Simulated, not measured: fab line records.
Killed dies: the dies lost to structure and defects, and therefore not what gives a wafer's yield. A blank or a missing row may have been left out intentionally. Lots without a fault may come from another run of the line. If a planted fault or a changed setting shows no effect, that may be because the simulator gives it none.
Chamber matching | flow n5 finfet | cvd co-01 running N5_BEOL_M5_CO_CAP_78: 3 sister chambers
The step material Co, precursor CCTBA/H2, target thk 2 nm, time 102.1 s. 6 wafers are shown with their chamber, then 6 later ones without.

EACH WAFER AND ITS CHAMBER
wafer  | chamber | heater power w (W)
L930.2 | 2       | 262
L930.3 | 1       | 232
L930.4 | 2       | 257
L932.2 | 0       | 287
L932.4 | 0       | 293
L932.5 | 1       | 230

WAFERS MISSING THEIR CHAMBER
wafer  | heater power w (W)
L931.2 | 259
L931.5 | 296
L931.6 | 256
L934.1 | 257
L934.3 | 237
L934.4 | 256

THE CHAMBER EACH PASSED THROUGH
wafer  | from the rows above | in truth
L931.2 | 2                   | 2
L931.5 | 0                   | 0
L931.6 | 2                   | 2
L934.1 | 2                   | 2
L934.3 | 1                   | 1
L934.4 | 2                   | 2
6 of 6 placed correctly. Can't be placed from these rows: 0. Placed wrongly: 0.
How it was worked out, from the rows above alone: a wafer's distance from a chamber is the root of the sum, over the readings, of the square of ((its reading less the chamber's mean) divided by the reading's scatter). The wafer belongs to the nearest chamber; if the next one is less than 2 further off, it can't be placed. For every chamber, the mean is computed from those of its wafers that are shown. How the scatter is found: for the shown wafers, subtract from each reading the mean of its chamber, square and add these, divide the total by (wafers less chambers), then take the root.
